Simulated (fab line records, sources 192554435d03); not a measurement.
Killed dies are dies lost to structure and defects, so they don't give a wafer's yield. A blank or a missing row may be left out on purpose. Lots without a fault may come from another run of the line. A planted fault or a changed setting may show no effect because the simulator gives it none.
Chamber matching | flow n5_finfet | N5_BEOL_M2_ETCH_64 on rie_diel-01: 4 sister chambers
The step etches SOC in N2/H2, target depth 75 nm, overetch 22.5 nm, time 121.9 s. 8 wafers are shown with their chamber, then 8 later ones without.

WAFERS WITH THEIR CHAMBER
wafer  | chamber | showerhead_plenum_p_Torr (Torr) | drypump_motor_current_A (A)
L080.2 | 1       | 2.43                            | 5.7
L083.1 | 1       | 2.43                            | 5.8
L083.2 | 0       | 2.59                            | 6.5
L083.5 | 2       | 2.73                            | 5.0
L089.3 | 3       | 2.67                            | 5.7
L089.4 | 2       | 2.72                            | 5.0
L089.6 | 0       | 2.58                            | 6.5
L092.2 | 3       | 2.67                            | 5.7

WAFERS WITHOUT THEIR CHAMBER
wafer  | showerhead_plenum_p_Torr (Torr) | drypump_motor_current_A (A)
L092.4 | 2.58                            | 6.5
L092.5 | 2.42                            | 5.8
L094.2 | 2.71                            | 5.0
L094.4 | 2.66                            | 5.7
L094.6 | 2.57                            | 6.5
L097.2 | 2.41                            | 5.8
L097.3 | 2.71                            | 5.0
L097.4 | 2.66                            | 5.7

WHICH CHAMBER EACH WENT THROUGH
wafer  | from the rows above | in truth
L092.4 | 0                   | 0
L092.5 | 1                   | 1
L094.2 | 2                   | 2
L094.4 | 3                   | 3
L094.6 | 0                   | 0
L097.2 | 1                   | 1
L097.3 | 2                   | 2
L097.4 | 3                   | 3
Placed correctly: 8 of 8. Can't be placed from these rows: 0. Placed wrongly: 0.
How it was worked out, from the rows above alone: a wafer's distance from a chamber is the root of the sum, over the readings, of the square of ((its reading less the chamber's mean) divided by the reading's scatter). The wafer belongs to the nearest chamber; if the next one is less than 2 further off, it can't be placed. A chamber's mean is the mean of its shown wafers. The scatter: the root of (the sum of the squares of (reading less its chamber's mean) over the shown wafers, divided by (wafers less chambers)).
